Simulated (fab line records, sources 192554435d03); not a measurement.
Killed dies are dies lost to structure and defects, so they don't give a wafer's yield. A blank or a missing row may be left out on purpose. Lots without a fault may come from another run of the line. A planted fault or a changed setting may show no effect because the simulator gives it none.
Split-lot experiment | flow n5_finfet | 7 lots, 39 wafers read, on a route of 1938 steps

THE SPLIT
At N5_FIN_CUT_CUT_ETCH_15 (etches Si in HBr/Cl2/O2, target depth 100 nm, bt time 10 s, time 42.4 s), the setting target_depth_a was moved away from the recipe's 1000 angstrom on 9 of the 39 wafers read, by -5.8% to +7.9%. The other wafers ran this setting at the recipe's value.

The reading is taken at the split's own step.

THE READING
FIN_CUT.feature_depth_nm (the simulator's own value, which no gauge read), in nm, at N5_FIN_CUT_CUT_ETCH_15 (etches Si in HBr/Cl2/O2, target depth 100 nm, bt time 10 s, time 42.4 s). The file gives no usual value for it. The 30 wafers here that ran the recipe average 100.1 nm, standard deviation 1.6 nm.

wafer  | tool, chamber at the split | target_depth_a as run, angstrom | against the recipe | FIN_CUT.feature_depth_nm, nm | against lot-mates on the recipe
L074.1 | rie_si-06, 2               | 1000                            | recipe             | 98.2                         | -
L074.2 | rie_si-06, 0               | 1000                            | recipe             | 99.2                         | -
L074.5 | rie_si-06, 0               | 1000                            | recipe             | 100.6                        | -
L076.1 | rie_si-06, 2               | 1064                            | +6.4%              | 105.2                        | +5.7
L076.2 | rie_si-06, 1               | 1064                            | +6.4%              | 107.4                        | +7.9
L076.3 | rie_si-06, 0               | 1000                            | recipe             | 99.8                         | -
L076.4 | rie_si-06, 3               | 1000                            | recipe             | 97.4                         | -
L076.5 | rie_si-06, 0               | 1064                            | +6.4%              | 106.2                        | +6.7
L076.6 | rie_si-06, 1               | 1000                            | recipe             | 101.2                        | -
L083.1 | rie_si-06, 1               | 1000                            | recipe             | 101.6                        | -
L083.2 | rie_si-06, 3               | 1000                            | recipe             | 98.8                         | -
L083.3 | rie_si-06, 0               | 1000                            | recipe             | 100.6                        | -
L083.4 | rie_si-06, 2               | 1000                            | recipe             | 98.8                         | -
L083.5 | rie_si-06, 1               | 1000                            | recipe             | 100.4                        | -
L083.6 | rie_si-06, 0               | 1000                            | recipe             | 99.6                         | -
L086.1 | rie_si-06, 2               | 1000                            | recipe             | 99.6                         | -
L086.2 | rie_si-06, 0               | 1000                            | recipe             | 99.6                         | -
L086.3 | rie_si-06, 3               | 1000                            | recipe             | 99                           | -
L086.4 | rie_si-06, 2               | 1000                            | recipe             | 99.2                         | -
L086.5 | rie_si-06, 0               | 1000                            | recipe             | 99.2                         | -
L086.6 | rie_si-06, 3               | 1000                            | recipe             | 98.6                         | -
L090.1 | rie_si-01, 3               | 1000                            | recipe             | 100.2                        | -
L090.2 | rie_si-01, 2               | 942.4                           | -5.8%              | 96.6                         | -2.7
L090.3 | rie_si-01, 0               | 942.4                           | -5.8%              | 91.6                         | -7.7
L090.4 | rie_si-01, 1               | 1000                            | recipe             | 99                           | -
L090.5 | rie_si-01, 0               | 1000                            | recipe             | 98.8                         | -
L090.6 | rie_si-01, 3               | 942.4                           | -5.8%              | 93.4                         | -5.9
L091.1 | rie_si-06, 2               | 1000                            | recipe             | 98.4                         | -
L091.2 | rie_si-06, 0               | 1079                            | +7.9%              | 107.6                        | +7.9
L091.3 | rie_si-06, 1               | 1000                            | recipe             | 101.6                        | -
L091.4 | rie_si-06, 3               | 1079                            | +7.9%              | 107.2                        | +7.5
L091.5 | rie_si-06, 3               | 1000                            | recipe             | 99                           | -
L091.6 | rie_si-06, 2               | 1079                            | +7.9%              | 107.6                        | +7.9
L096.1 | rie_si-01, 2               | 1000                            | recipe             | 104.4                        | -
L096.2 | rie_si-01, 0               | 1000                            | recipe             | 100.6                        | -
L096.3 | rie_si-01, 3               | 1000                            | recipe             | 102.2                        | -
L096.4 | rie_si-01, 1               | 1000                            | recipe             | 101                          | -
L096.5 | rie_si-01, 2               | 1000                            | recipe             | 104.6                        | -
L096.6 | rie_si-01, 3               | 1000                            | recipe             | 101.8                        | -

THE FIT
A straight line over all 39 wafers: FIN_CUT.feature_depth_nm changes by +0.983 nm for each +1% of target_depth_a; r = +0.89; the points scatter about the line by 1.6 nm.
The same after taking each lot's own level away (the mean of its wafers on the recipe; 39 wafers): +0.998 nm for each +1%; r = +0.94; scatter 1.2 nm.
On that fit, the largest move of target_depth_a shifts the reading by 7.9 nm.
The lots' own levels span 99.20 to 102.43 nm, that is 2.0 times the standard deviation above.
So the lot-to-lot level changes the slope little: the two slopes agree.
Check: with one of the wafers moved furthest among these (+7.9%) left out of the fit, the line predicts +7.93 nm for it against its lot-mates. It came out at +7.93 nm against them.

OTHER SPLITS ON THESE WAFERS
These wafers also went through other splits before the reading. Each is held against what the fit with the lots' levels taken away leaves over:
other split on the same wafers  | wafers away from the commonest value | r with FIN_CUT.feature_depth_nm (lot level and that fit taken away)
N5_WELL_APT_EPI_41 target_thk_a | 12                                   | +0.14

THE WHOLE CHAIN: every reading that the file lists as answering this split, in the file's order
step                   | what it does                                                            | reading                                                                   | change (the file's fit)           | r (the file's)
N5_FIN_CUT_CUT_ETCH_15 | etches Si in HBr/Cl2/O2, target depth 100 nm, bt time 10 s, time 42.4 s | etch.depth_nm (the simulator's own value, which no gauge read)            | +1 nm for each +1% of the setting | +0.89
N5_FIN_CUT_CUT_ETCH_15 | etches Si in HBr/Cl2/O2, target depth 100 nm, bt time 10 s, time 42.4 s | FIN_CUT.feature_depth_nm (the simulator's own value, which no gauge read) | +1 nm for each +1% of the setting | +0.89

THE FILE'S OWN FIT
FIN_CUT.feature_depth_nm changes by +1 nm for each +1% of target_depth_a, r = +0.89.
